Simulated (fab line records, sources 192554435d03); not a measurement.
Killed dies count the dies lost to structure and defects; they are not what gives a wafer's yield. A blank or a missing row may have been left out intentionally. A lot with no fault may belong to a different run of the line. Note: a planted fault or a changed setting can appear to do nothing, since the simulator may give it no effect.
fab line records	flow n5Finfet
record lots=24	wafers=72	lastDay=18
route steps=1938 shown BEOL_M7@1267
lots that met no fault: from a run of the same line without faults
startH: start of the lot's first displayed wafer, in hours after the record's first day	waitH: time in hours since the lot's previous step	" as in the row above	L1.1+2: a single row standing in for several wafers	- no value, or no start was given	* or withheld: withheld	< > ~ a bound
route shown NAME@n: names a module that has steps shown in the file, with the first one's number in the route	usual: mean/standard deviation taken from wafers without a fault	same: alike in all rows	chamber/n: place in a boat	sites: each site's reading	_std_site: the values' standard deviation	_edge_site: outer sites' mean less inner sites'	radiusMm: how far each site lies from the wafer's centre	mask NAME#n: copy n	behind: tool/chamber where the wafer was last shaped	hold: the reason the lot was held/the length of the hold in hours/how it ended	device: the n, p or np transistor that did not switch	end of line: the route-end tests of the same wafers	step lacking rows: just its recipe	killed: not the wafer's yield, but the dies lost to structure and defects at the first sort	map: a wafer's dies, x killed, . not, _ none there
set.NAME: the run value of the setting; set.NAME@STEP: its run value at that earlier step	model.NAME: the simulator's own value behind a step, which no gauge read
route steps across a sampled set of lots; one table per step, one row per wafer
services: when a tool's chamber went out of use (startH, in hours from the record's first day, below 0 if earlier), for how many hours, and the reason
## steps
# step N5_BEOL_M7_HM_DEP_02
# recipe material=TiN	targetThkA=200	tempC=25	chamberPressurePa=0.49996
# usual throttleValvePct=29.9/1.1
lot.wafer	tool	chamber	startH	waitH	throttleValvePct
L075.2	pvdSputter-03	-	195.72	0.1	28.8
L075.3	"	-	"	"	30.9
L075.4	"	-	"	"	28.7
L074.4	pvdSputter-02	-	200.99	0.3	31.5
L074.5	"	-	"	"	29.3
L074.6	"	-	"	"	30.5
L076.2	pvdSputter-01	-	218.46	0.5	27.8
L076.3	"	-	"	"	30.5
L076.6	"	-	"	"	30.8
L077.1	pvdSputter-03	-	221.15	0.6	28.5
L077.2	"	-	"	"	29.6
L077.4	"	-	"	"	31.1
L078.1	pvdSputter-03	-	227.88	0.4	29.3
L078.2	"	-	"	"	28.7
L078.4	"	-	"	"	28.9
L079.1	pvdSputter-01	-	231.77	1.0	28.0
L079.4	"	-	"	"	30.5
L079.5	"	-	"	"	30.7
L080.2	pvdSputter-01	-	232.33	0.8	30.7
L080.4	"	-	"	"	27.9
L080.5	"	-	"	"	30.6
L081.3	pvdSputter-01	-	245.53	1.1	30.5
L081.5	"	-	"	"	30.9
L081.6	"	-	"	"	30.4
L082.2	pvdSputter-01	-	251.47	1.6	28.2
L082.3	"	-	"	"	30.7
L082.6	"	-	"	"	30.8
L083.3	pvdSputter-02	-	274.21	1.7	30.8
L083.4	"	-	"	"	31.9
L083.5	"	-	"	"	31.7
L086.1	pvdSputter-03	-	278.61	1.1	29.3
L086.3	"	-	"	"	30.8
L086.5	"	-	"	"	30.8
L084.4	pvdSputter-03	-	279.09	0.8	29.3
L084.5	"	-	"	"	30.7
L084.6	"	-	"	"	29.2
L085.3	pvdSputter-02	-	281.22	0.8	31.6
L085.5	"	-	"	"	30.6
L085.6	"	-	"	"	29.7
L088.2	pvdSputter-02	-	292.39	0.6	31.3
L088.3	"	-	"	"	29.6
L088.6	"	-	"	"	29.9
L087.1	pvdSputter-01	-	295.11	2.1	30.6
L087.3	"	-	"	"	30.1
L087.4	"	-	"	"	30.7
L090.3	pvdSputter-03	-	295.45	1.1	28.8
L090.4	"	-	"	"	28.6
L090.5	"	-	"	"	29.1
L091.1	pvdSputter-01	-	298.05	1.8	30.5
L091.3	"	-	"	"	27.8
L091.6	"	-	"	"	30.7
L089.1	pvdSputter-03	-	302.02	0.5	28.8
L089.2	"	-	"	"	29.5
L089.4	"	-	"	"	30.8
L092.3	pvdSputter-02	-	320.90	2.1	30.4
L092.4	"	-	"	"	31.7
L092.5	"	-	"	"	31.4
L094.1	pvdSputter-03	-	323.79	0.2	29.3
L094.5	"	-	"	"	29.1
L094.6	"	-	"	"	30.8
L095.3	pvdSputter-01	-	326.85	1.4	30.7
L095.4	"	-	"	"	30.3
L095.5	"	-	"	"	30.1
L093.1	pvdSputter-01	-	344.48	2.0	30.4
L093.4	"	-	"	"	27.7
L093.6	"	-	"	"	30.7
L096.1	pvdSputter-03	-	348.26	1.1	29.6
L096.3	"	-	"	"	28.7
L096.6	"	-	"	"	29.2
L097.1	pvdSputter-03	-	348.48	0.4	28.7
L097.2	"	-	"	"	29.4
L097.4	"	-	"	"	29.0
# step N5_BEOL_M7_CD_MEAS_11
# recipe targetCdNm=38.5	landingEnergyEv=500	detector=seInlens	polarity=opening
# usual cdNm=38.6/0.49
lot.wafer	tool	chamber	startH	waitH	cdNm
L075.2	cdSem-02	0	196.22	-	39.2
L075.3	"	0	"	"	38.6
L075.4	"	0	"	"	38.6
L074.4	cdSem-03	0	201.50	-	38.2
L074.5	"	0	"	"	39.5
L074.6	"	0	"	"	39.0
L076.2	cdSem-01	0	218.96	-	38.2
L076.3	"	0	"	"	38.5
L076.6	"	0	"	"	37.8
L077.1	cdSem-02	0	221.52	-	39.1
L077.2	"	0	"	"	38.0
L077.4	"	0	"	"	38.5
L078.1	cdSem-03	0	228.25	-	38.9
L078.2	"	0	"	"	38.3
L078.4	"	0	"	"	38.1
L079.1	cdSem-01	0	232.27	-	38.7
L079.4	"	0	"	"	38.5
L079.5	"	0	"	"	38.5
L080.2	cdSem-03	0	232.71	-	38.8
L080.4	"	0	"	"	37.8
L080.5	"	0	"	"	38.3
L081.3	cdSem-01	0	245.91	-	38.3
L081.5	"	0	"	"	38.5
L081.6	"	0	"	"	39.3
L082.2	cdSem-03	0	251.85	-	38.8
L082.3	"	0	"	"	38.0
L082.6	"	0	"	"	39.1
L083.3	cdSem-03	0	274.59	-	39.1
L083.4	"	0	"	"	38.8
L083.5	"	0	"	"	39.3
L086.1	cdSem-01	0	278.99	-	38.8
L086.3	"	0	"	"	38.2
L086.5	"	0	"	"	38.3
L084.4	cdSem-01	0	279.47	-	39.2
L084.5	"	0	"	"	38.2
L084.6	"	0	"	"	38.3
L085.3	cdSem-01	0	281.72	-	38.4
L085.5	"	0	"	"	37.6
L085.6	"	0	"	"	38.6
L088.2	cdSem-03	0	292.76	-	39.2
L088.3	"	0	"	"	38.8
L088.6	"	0	"	"	38.9
L087.1	cdSem-01	0	295.60	-	38.5
L087.3	"	0	"	"	38.8
L087.4	"	0	"	"	38.0
L090.3	cdSem-01	0	295.95	-	39.0
L090.4	"	0	"	"	39.3
L090.5	"	0	"	"	38.4
L091.1	cdSem-03	0	298.54	-	39.2
L091.3	"	0	"	"	39.0
L091.6	"	0	"	"	38.6
L089.1	cdSem-02	0	302.40	-	38.2
L089.2	"	0	"	"	39.3
L089.4	"	0	"	"	39.8
L092.3	cdSem-02	0	321.40	-	38.4
L092.4	"	0	"	"	38.6
L092.5	"	0	"	"	37.9
L094.1	cdSem-02	0	324.28	-	38.2
L094.5	"	0	"	"	38.2
L094.6	"	0	"	"	38.4
L095.3	cdSem-02	0	327.35	-	38.6
L095.4	"	0	"	"	38.4
L095.5	"	0	"	"	38.1
L093.1	cdSem-01	0	344.98	-	38.1
L093.4	"	0	"	"	38.9
L093.6	"	0	"	"	38.9
L096.1	cdSem-01	0	348.81	-	38.9
L096.3	"	0	"	"	38.9
L096.6	"	0	"	"	39.3
L097.1	cdSem-02	0	348.92	-	37.5
L097.2	"	0	"	"	38.5
L097.4	"	0	"	"	38.4
# step N5_BEOL_M7_STRIP_67
# recipe chemistry=CF4	resist=SiARC	powerW=300	biasPowerW=75	pressureMtorr=50	cf4FlowSccm=150	rfFrequencyHz=6e+07
# usual cf4FlowSccm=150.0/0.44	drypumpMotorCurrentA=5.7/0.43	oesProductAu=0.79/0.096	rfVppV=271.7/1.6	showerheadPlenumPTorr=1.82/0.051	throttleValvePct=13.59/0.27
lot.wafer	tool	chamber	startH	waitH	cf4FlowSccm	drypumpMotorCurrentA	oesProductAu	rfHoursCounterH	rfVppV	showerheadPlenumPTorr	throttleValvePct
L075.2	rieDiel-06	2	196.67	0.0	150.2	6.1	0.76	148	271.9	1.88	13.79
L075.3	"	0	"	"	150.3	5.3	0.86	57	272.6	1.82	13.37
L075.4	"	3	"	"	150.6	5.7	0.71	-	272.1	1.84	13.85
L074.4	rieDiel-02	0	201.98	0.0	149.8	6.5	0.70	224	269.5	1.69	13.73
L074.5	"	2	"	"	149.8	5.1	0.74	-	274.0	1.87	13.89
L074.6	"	1	"	"	150.2	6.0	0.77	-	272.1	1.80	13.30
L076.2	rieDiel-02	1	219.28	0.0	150.3	6.0	0.75	155	270.1	1.80	13.34
L076.3	"	3	"	"	150.4	5.6	0.70	235	271.8	1.85	13.63
L076.6	"	2	"	"	149.9	5.1	0.74	-	272.7	1.86	13.89
L077.1	rieDiel-03	2	221.85	0.0	150.2	5.8	0.98	1	271.6	1.77	13.31
L077.2	"	0	"	"	150.0	5.3	0.77	157	272.0	1.87	13.65
L077.4	"	3	"	"	149.7	5.5	0.73	209	272.5	1.78	13.73
L078.1	rieDiel-06	3	228.60	0.0	150.5	5.7	0.70	240	273.8	1.84	13.84
L078.2	"	0	"	"	150.1	5.3	0.84	70	271.0	1.81	13.41
L078.4	"	2	"	"	150.2	6.1	0.75	-	272.8	1.87	13.79
L079.1	rieDiel-06	2	232.70	0.0	149.9	6.1	0.74	162	274.0	1.87	13.83
L079.4	"	2	"	"	149.5	6.1	0.75	-	273.3	1.87	13.82
L079.5	"	0	"	"	150.5	5.4	0.83	-	271.1	1.81	13.42
L080.2	rieDiel-02	2	233.54	0.0	150.2	5.1	0.74	168	274.4	1.86	13.92
L080.4	"	3	"	"	149.9	5.6	0.70	240	272.9	1.85	13.65
L080.5	"	2	"	"	149.9	5.1	0.74	-	272.9	1.86	13.92
L081.3	rieDiel-03	1	246.23	0.0	150.3	5.5	0.99	0	272.9	1.78	13.26
L081.5	"	2	"	"	150.2	5.8	0.94	-	270.6	1.77	13.33
L081.6	"	1	"	"	150.7	5.5	1.00	-	270.6	1.78	13.28
L082.2	rieDiel-02	1	252.32	0.0	150.1	6.0	0.75	165	271.6	1.80	13.36
L082.3	"	3	"	"	150.0	5.6	0.69	247	273.1	1.85	13.67
L082.6	"	3	"	"	149.7	5.5	0.69	-	272.7	1.85	13.67
L083.3	rieDiel-02	1	274.91	0.0	151.2	6.0	0.74	173	271.6	1.80	13.36
L083.4	"	0	"	"	150.2	6.6	0.68	-	267.8	1.69	13.79
L083.5	"	1	"	"	150.1	6.0	0.74	-	270.7	1.80	13.35
L086.1	rieDiel-02	0	279.31	0.0	150.5	6.6	0.68	249	267.4	1.69	13.78
L086.3	"	1	"	"	150.0	6.0	0.74	174	271.8	1.80	13.37
L086.5	"	1	"	"	150.3	6.0	0.74	-	271.5	1.80	13.37
L084.4	rieDiel-03	3	279.79	0.0	149.6	5.6	0.72	229	270.5	1.77	13.77
L084.5	"	1	"	"	149.4	5.5	0.94	-	273.4	1.77	13.30
L084.6	"	0	"	"	150.0	5.3	0.76	-	271.8	1.87	13.70
L085.3	rieDiel-02	2	282.04	0.0	150.0	5.1	0.72	185	271.1	1.86	13.96
L085.5	"	2	"	"	149.5	5.1	0.73	-	271.4	1.86	13.95
L085.6	"	0	"	"	150.4	6.5	0.68	-	268.5	1.69	13.81
L088.2	rieDiel-02	1	293.09	0.0	149.9	6.0	0.74	179	273.1	1.80	13.37
L088.3	"	2	"	"	149.7	5.1	0.72	188	271.9	1.86	13.98
L088.6	"	2	"	"	149.4	5.1	0.73	-	272.2	1.86	13.94
L087.1	rieDiel-02	1	295.98	0.0	150.7	6.0	0.74	180	270.9	1.80	13.37
L087.3	"	3	"	"	149.6	5.6	0.97	4	270.7	1.84	13.11
L087.4	"	2	"	"	151.0	5.1	0.72	189	274.2	1.86	13.95
L090.3	rieDiel-06	2	296.29	0.0	150.3	6.0	0.73	183	274.3	1.87	13.84
L090.4	"	3	"	"	150.0	5.7	0.94	6	272.1	1.83	13.28
L090.5	"	2	"	"	149.7	6.1	0.73	-	274.0	1.87	13.87
L091.1	rieDiel-03	2	298.94	0.0	150.0	5.8	0.89	27	271.6	1.76	13.38
L091.3	"	3	"	"	149.6	5.5	0.71	235	270.7	1.77	13.79
L091.6	"	0	"	"	149.5	5.3	0.75	-	272.1	1.87	13.71
L089.1	rieDiel-06	1	302.72	0.0	149.8	5.8	0.70	249	270.3	1.84	13.93
L089.2	"	2	"	"	150.1	6.1	0.73	186	273.1	1.86	13.87
L089.4	"	0	"	"	149.9	5.3	0.81	97	272.4	1.81	13.46
L092.3	rieDiel-02	3	321.72	0.0	149.7	5.6	0.94	12	272.4	1.84	13.14
L092.4	"	2	"	"	149.8	5.1	0.72	196	273.3	1.85	13.95
L092.5	"	2	"	"	150.2	5.1	0.72	-	275.2	1.85	13.97
L094.1	rieDiel-06	0	324.61	0.0	149.9	5.4	0.80	105	270.8	1.80	13.48
L094.5	"	1	"	"	149.9	5.7	1.00	-	271.8	1.84	13.31
L094.6	"	2	"	"	150.3	6.1	0.71	-	272.1	1.86	13.91
L095.3	rieDiel-03	1	327.67	0.0	149.2	5.5	0.91	26	269.9	1.77	13.36
L095.4	"	0	"	"	150.2	5.3	0.75	192	273.3	1.86	13.73
L095.5	"	2	"	"	149.6	5.8	0.88	-	268.1	1.76	13.40
L093.1	rieDiel-06	3	346.34	0.0	150.1	5.8	0.88	23	272.0	1.83	13.35
L093.4	"	1	"	"	150.1	5.8	0.95	6	273.2	1.84	13.35
L093.6	"	1	"	"	149.8	5.8	0.95	-	270.8	1.84	13.35
L096.1	rieDiel-02	3	351.36	0.0	149.6	5.6	0.92	22	271.1	1.84	13.14
L096.3	"	2	"	"	150.3	5.2	0.72	205	271.5	1.85	13.99
L096.6	"	1	"	"	149.2	6.0	0.72	-	270.0	1.79	13.40
L097.1	rieDiel-02	2	351.61	0.0	150.2	5.1	0.71	206	272.8	1.85	13.99
L097.2	"	3	"	"	149.1	5.6	0.93	22	272.4	1.84	13.16
L097.4	"	1	"	"	150.1	6.1	0.73	194	270.2	1.79	13.42
# step N5_BEOL_M7_CD_MEAS_28
# recipe targetCdNm=40	landingEnergyEv=500	detector=seInlens
# usual cdNm=39.96/0.23
lot.wafer	tool	chamber	startH	waitH	cdNm
L075.2	cdSem-02	0	197.36	-	40.03
L075.3	"	0	"	"	40.37
L075.4	"	0	"	"	39.90
L074.4	cdSem-02	0	203.18	-	39.88
L074.5	"	0	"	"	40.11
L074.6	"	0	"	"	40.24
L076.2	cdSem-03	0	219.93	-	39.51
L076.3	"	0	"	"	40.00
L076.6	"	0	"	"	39.66
L077.1	cdSem-01	0	222.42	-	39.96
L077.2	"	0	"	"	39.88
L077.4	"	0	"	"	39.60
L078.1	cdSem-02	0	229.27	-	40.01
L078.2	"	0	"	"	40.05
L078.4	"	0	"	"	40.09
L079.1	cdSem-03	0	235.23	-	40.25
L079.4	"	0	"	"	39.98
L079.5	"	0	"	"	40.13
L080.2	cdSem-02	0	235.28	-	40.03
L080.4	"	0	"	"	40.09
L080.5	"	0	"	"	39.87
L081.3	cdSem-01	0	247.36	-	40.11
L081.5	"	0	"	"	39.89
L081.6	"	0	"	"	39.90
L082.2	cdSem-01	0	253.09	-	39.51
L082.3	"	0	"	"	40.15
L082.6	"	0	"	"	40.03
L083.3	cdSem-01	0	277.73	-	39.76
L083.4	"	0	"	"	39.49
L083.5	"	0	"	"	39.66
L086.1	cdSem-01	0	279.92	-	40.38
L086.3	"	0	"	"	40.29
L086.5	"	0	"	"	40.26
L084.4	cdSem-03	0	283.63	-	39.84
L084.5	"	0	"	"	39.58
L084.6	"	0	"	"	39.74
L085.3	cdSem-01	0	283.90	-	39.98
L085.5	"	0	"	"	40.38
L085.6	"	0	"	"	39.90
L088.2	cdSem-03	0	294.50	-	39.96
L088.3	"	0	"	"	40.36
L088.6	"	0	"	"	40.15
L087.1	cdSem-03	0	297.50	-	39.99
L087.3	"	0	"	"	40.17
L087.4	"	0	"	"	39.99
L090.3	cdSem-01	0	297.62	-	40.19
L090.4	"	0	"	"	39.99
L090.5	"	0	"	"	40.13
L091.1	cdSem-02	0	300.49	-	39.90
L091.3	"	0	"	"	40.37
L091.6	"	0	"	"	40.32
L089.1	cdSem-02	0	303.78	-	40.23
L089.2	"	0	"	"	39.93
L089.4	"	0	"	"	39.87
L092.3	cdSem-02	0	322.38	-	40.08
L092.4	"	0	"	"	40.01
L092.5	"	0	"	"	39.81
L094.1	cdSem-01	0	326.35	-	40.10
L094.5	"	0	"	"	39.65
L094.6	"	0	"	"	39.50
L095.3	cdSem-03	0	330.39	-	40.28
L095.4	"	0	"	"	40.02
L095.5	"	0	"	"	39.76
L093.1	cdSem-03	0	347.55	-	39.57
L093.4	"	0	"	"	40.32
L093.6	"	0	"	"	39.69
L096.1	cdSem-01	0	351.99	-	40.16
L096.3	"	0	"	"	40.23
L096.6	"	0	"	"	40.13
L097.1	cdSem-03	0	352.36	-	39.69
L097.2	"	0	"	"	39.78
L097.4	"	0	"	"	39.80
# step N5_BEOL_M7_DESCUM_33
# recipe chemistry=O2	timeS=7	sourcePowerW=50	biasPowerW=20	pressureMtorr=20	rfFrequencyHz=2.712e+07	tempC=40	resist=CAR-EUV	o2FlowSccm=225
# usual drypumpMotorCurrentA=5.7/0.35	oesProductAu=0.81/0.1	rfVppV=243.8/1.1	showerheadPlenumPTorr=2.13/0.056	throttleValvePct=20.43/0.28
lot.wafer	tool	chamber	startH	waitH	drypumpMotorCurrentA	oesProductAu	rfHoursCounterH	rfVppV	showerheadPlenumPTorr	throttleValvePct
L075.2	rieDiel-02	3	197.84	0.4	5.5	0.71	229	243.6	2.16	20.43
L075.3	"	2	"	"	5.1	0.76	156	244.6	2.19	20.74
L075.4	"	1	"	"	6.0	0.77	148	244.1	2.08	19.96
L074.4	rieDiel-06	0	203.68	0.4	5.3	0.87	-	241.8	2.14	20.38
L074.5	"	2	"	"	6.1	0.77	-	245.6	2.19	20.72
L074.6	"	3	"	"	5.7	0.71	-	244.1	2.15	20.60
L076.2	rieDiel-06	3	220.24	0.2	5.7	0.70	237	243.5	2.15	20.63
L076.3	"	0	"	"	5.4	0.85	67	243.7	2.13	20.38
L076.6	"	3	"	"	5.7	0.71	-	244.9	2.15	20.64
L077.1	rieDiel-02	0	222.54	0.0	6.6	0.69	230	240.5	1.97	20.52
L077.2	"	3	"	"	5.6	0.70	236	243.8	2.16	20.45
L077.4	"	1	"	"	6.0	0.76	156	243.9	2.08	19.95
L078.1	rieDiel-06	0	230.08	0.7	5.4	0.85	71	244.0	2.13	20.40
L078.2	"	3	"	"	5.7	0.70	241	244.6	2.15	20.64
L078.4	"	3	"	"	5.7	0.70	-	245.2	2.15	20.64
L079.1	rieDiel-06	3	235.51	0.2	5.7	0.70	244	245.3	2.15	20.62
L079.4	"	2	"	"	6.1	0.76	-	243.7	2.19	20.74
L079.5	"	3	"	"	5.7	0.70	-	243.9	2.15	20.63
L080.2	rieDiel-03	2	235.67	0.3	5.8	0.97	7	242.7	2.07	20.36
L080.4	"	2	"	"	5.8	0.95	-	241.8	2.07	20.34
L080.5	"	3	"	"	5.5	0.72	-	242.9	2.06	20.51
L081.3	rieDiel-06	0	247.49	0.0	5.3	0.84	78	243.1	2.13	20.41
L081.5	"	3	"	"	5.7	0.70	-	244.7	2.14	20.62
L081.6	"	0	"	"	5.4	0.85	-	243.4	2.13	20.39
L082.2	rieDiel-03	3	253.21	0.0	5.5	0.72	222	241.2	2.06	20.52
L082.3	"	1	"	"	5.5	0.98	3	243.4	2.03	20.00
L082.6	"	0	"	"	5.3	0.76	-	244.3	2.19	20.52
L083.3	rieDiel-06	1	277.85	0.0	5.7	0.70	241	242.7	2.16	20.74
L083.4	"	1	"	"	5.8	0.70	-	244.6	2.16	20.74
L083.5	"	2	"	"	6.1	0.73	-	245.1	2.18	20.76
L086.1	rieDiel-06	2	280.05	0.0	6.1	0.74	178	244.2	2.18	20.78
L086.3	"	0	"	"	5.4	0.82	90	244.3	2.13	20.42
L086.5	"	1	"	"	5.8	0.71	-	244.3	2.16	20.75
L084.4	rieDiel-02	1	283.76	0.0	6.0	0.74	-	243.3	2.07	20.02
L084.5	"	3	"	"	5.6	1.04	-	242.9	2.15	20.01
L084.6	"	2	"	"	5.1	0.72	-	244.5	2.17	20.79
L085.3	rieDiel-03	0	284.02	0.0	5.3	0.75	179	244.7	2.19	20.53
L085.5	"	1	"	"	5.6	0.94	-	243.4	2.03	20.00
L085.6	"	2	"	"	5.8	0.91	-	243.5	2.07	20.38
L088.2	rieDiel-02	1	294.63	0.0	6.0	0.74	179	242.0	2.07	19.99
L088.3	"	3	"	"	5.5	0.99	3	243.1	2.15	20.00
L088.6	"	1	"	"	6.0	0.74	-	243.1	2.07	20.00
L087.1	rieDiel-03	2	297.62	0.0	5.8	0.92	26	242.0	2.07	20.39
L087.3	"	1	"	"	5.5	0.94	16	241.3	2.03	20.03
L087.4	"	0	"	"	5.4	0.75	183	243.6	2.19	20.52
L090.3	rieDiel-03	3	298.02	0.3	5.6	0.72	235	243.1	2.05	20.54
L090.4	"	1	"	"	5.5	0.93	16	241.8	2.03	20.02
L090.5	"	0	"	"	5.3	0.76	-	244.5	2.19	20.55
L091.1	rieDiel-06	1	300.67	0.1	5.8	0.70	248	244.0	2.15	20.74
L091.3	"	2	"	"	6.1	0.74	185	243.9	2.18	20.76
L091.6	"	1	"	"	5.8	0.70	-	243.6	2.15	20.77
L089.1	rieDiel-02	1	303.90	0.0	6.0	0.74	182	243.5	2.07	19.99
L089.2	"	2	"	"	5.1	0.72	191	243.6	2.17	20.80
L089.4	"	0	"	"	6.6	0.96	4	245.5	2.22	20.08
L092.3	rieDiel-06	0	322.50	0.0	5.4	0.82	104	244.3	2.12	20.44
L092.4	"	2	"	"	6.0	0.74	-	243.6	2.18	20.77
L092.5	"	0	"	"	5.4	0.81	-	243.4	2.12	20.43
L094.1	rieDiel-06	1	326.47	0.0	5.8	1.00	1	244.9	2.15	20.28
L094.5	"	2	"	"	6.1	0.73	-	244.7	2.18	20.76
L094.6	"	3	"	"	5.7	0.92	-	243.7	2.14	20.16
L095.3	rieDiel-03	1	330.51	0.0	5.5	0.91	27	241.4	2.02	20.05
L095.4	"	2	"	"	5.8	0.90	36	243.5	2.06	20.41
L095.5	"	0	"	"	5.4	0.75	-	245.2	2.18	20.55
L093.1	rieDiel-06	1	349.40	1.8	5.8	0.97	8	244.8	2.15	20.28
L093.4	"	3	"	"	5.7	0.90	24	242.4	2.14	20.18
L093.6	"	3	"	"	5.7	0.90	-	245.0	2.14	20.18
L096.1	rieDiel-02	3	353.80	1.7	5.6	0.94	23	244.1	2.14	20.03
L096.3	"	0	"	"	6.5	0.93	20	244.7	2.22	20.11
L096.6	"	2	"	"	5.1	0.71	-	245.5	2.17	20.79
L097.1	rieDiel-02	3	354.64	2.2	5.6	0.94	24	243.1	2.14	20.04
L097.2	"	0	"	"	6.6	0.93	20	245.6	2.22	20.12
L097.4	"	2	"	"	5.1	0.71	208	245.4	2.17	20.84
# step N5_BEOL_M7_THK_MEAS_53
# recipe thkMeasGauge=xrf	reads=Cu_of_BEOL_M7_ECD_50
# usual M7_THK=77.6/2.2
lot.wafer	tool	chamber	startH	waitH	M7_THK[nm]
L075.2	filmMetro-01	-	201.97	-	78.5
L075.3	"	-	"	"	74.8
L075.4	"	-	"	"	77.1
L074.4	filmMetro-02	-	208.82	-	79.4
L074.5	"	-	"	"	82.2
L074.6	"	-	"	"	78.2
L076.2	filmMetro-02	-	224.70	-	77.4
L076.3	"	-	"	"	76.7
L076.6	"	-	"	"	78.1
L077.1	filmMetro-01	-	226.90	-	74.6
L077.2	"	-	"	"	77.8
L077.4	"	-	"	"	78.6
L078.1	filmMetro-01	-	233.05	-	78.4
L078.2	"	-	"	"	78.7
L078.4	"	-	"	"	79.9
L079.1	filmMetro-01	-	238.53	-	78.0
L079.4	"	-	"	"	78.7
L079.5	"	-	"	"	79.4
L080.2	filmMetro-02	-	240.14	-	79.7
L080.4	"	-	"	"	76.9
L080.5	"	-	"	"	77.1
L081.3	filmMetro-01	-	250.23	-	77.2
L081.5	"	-	"	"	78.1
L081.6	"	-	"	"	76.8
L082.2	filmMetro-02	-	255.96	-	76.5
L082.3	"	-	"	"	76.8
L082.6	"	-	"	"	74.0
L083.3	filmMetro-02	-	281.14	-	74.4
L083.4	"	-	"	"	76.3
L083.5	"	-	"	"	78.0
L086.1	filmMetro-02	-	285.57	-	79.7
L086.3	"	-	"	"	77.1
L086.5	"	-	"	"	75.3
L084.4	filmMetro-02	-	286.37	-	76.8
L084.5	"	-	"	"	79.9
L084.6	"	-	"	"	75.2
L085.3	filmMetro-02	-	286.97	-	76.7
L085.5	"	-	"	"	76.7
L085.6	"	-	"	"	80.2
L088.2	filmMetro-01	-	297.72	-	81.2
L088.3	"	-	"	"	84.0
L088.6	"	-	"	"	80.5
L087.1	filmMetro-01	-	300.77	-	78.6
L087.3	"	-	"	"	76.1
L087.4	"	-	"	"	73.0
L090.3	filmMetro-01	-	301.26	-	72.8
L090.4	"	-	"	"	75.9
L090.5	"	-	"	"	73.1
L091.1	filmMetro-01	-	303.39	-	74.4
L091.3	"	-	"	"	79.5
L091.6	"	-	"	"	76.8
L089.1	filmMetro-02	-	306.79	-	79.4
L089.2	"	-	"	"	77.3
L089.4	"	-	"	"	82.3
L092.3	filmMetro-02	-	325.42	-	77.1
L092.4	"	-	"	"	74.9
L092.5	"	-	"	"	75.0
L094.1	filmMetro-02	-	329.76	-	80.9
L094.5	"	-	"	"	80.4
L094.6	"	-	"	"	79.2
L095.3	filmMetro-01	-	333.64	-	76.6
L095.4	"	-	"	"	78.0
L095.5	"	-	"	"	76.1
L093.1	filmMetro-01	-	352.11	-	79.0
L093.4	"	-	"	"	78.0
L093.6	"	-	"	"	76.9
L096.1	filmMetro-02	-	357.74	-	78.7
L096.3	"	-	"	"	77.5
L096.6	"	-	"	"	74.6
L097.1	filmMetro-01	-	358.48	-	81.7
L097.2	"	-	"	"	79.6
L097.4	"	-	"	"	73.3
## services
tool	chamber	startH	hours	kind
pvdSputter-01	-	182.92	8.3	repair
rieDiel-03	2	185.59	-	clean
rieDiel-03	2	185.59	-	consumableReplace:esc
rieDiel-06	2	205.55	5.7	repair
rieDiel-06	3	250.46	-	clean
rieDiel-06	3	250.46	-	consumableReplace:focusRing
rieDiel-06	3	250.46	18.2	scheduledDown
rieDiel-06	3	250.46	18.2	ventCycle
rieDiel-02	3	261.39	-	clean
rieDiel-02	3	261.39	-	consumableReplace:focusRing
rieDiel-02	3	261.39	21.8	scheduledDown
rieDiel-02	3	261.39	21.8	ventCycle
rieDiel-02	0	283.23	-	clean
rieDiel-02	0	283.23	-	consumableReplace:focusRing
rieDiel-02	0	283.23	-	consumableReplace:showerhead
rieDiel-02	0	283.23	12.3	scheduledDown
rieDiel-02	0	283.23	12.3	ventCycle
rieDiel-06	1	305.63	-	clean
rieDiel-06	1	305.63	-	consumableReplace:focusRing
rieDiel-06	1	305.63	18.3	scheduledDown
rieDiel-06	1	305.63	18.3	ventCycle
rieDiel-02	-	315.59	2.8	pm
rieDiel-03	-	343.13	14.6	pm
rieDiel-06	1	352.47	9.0	repair
## key
fault none
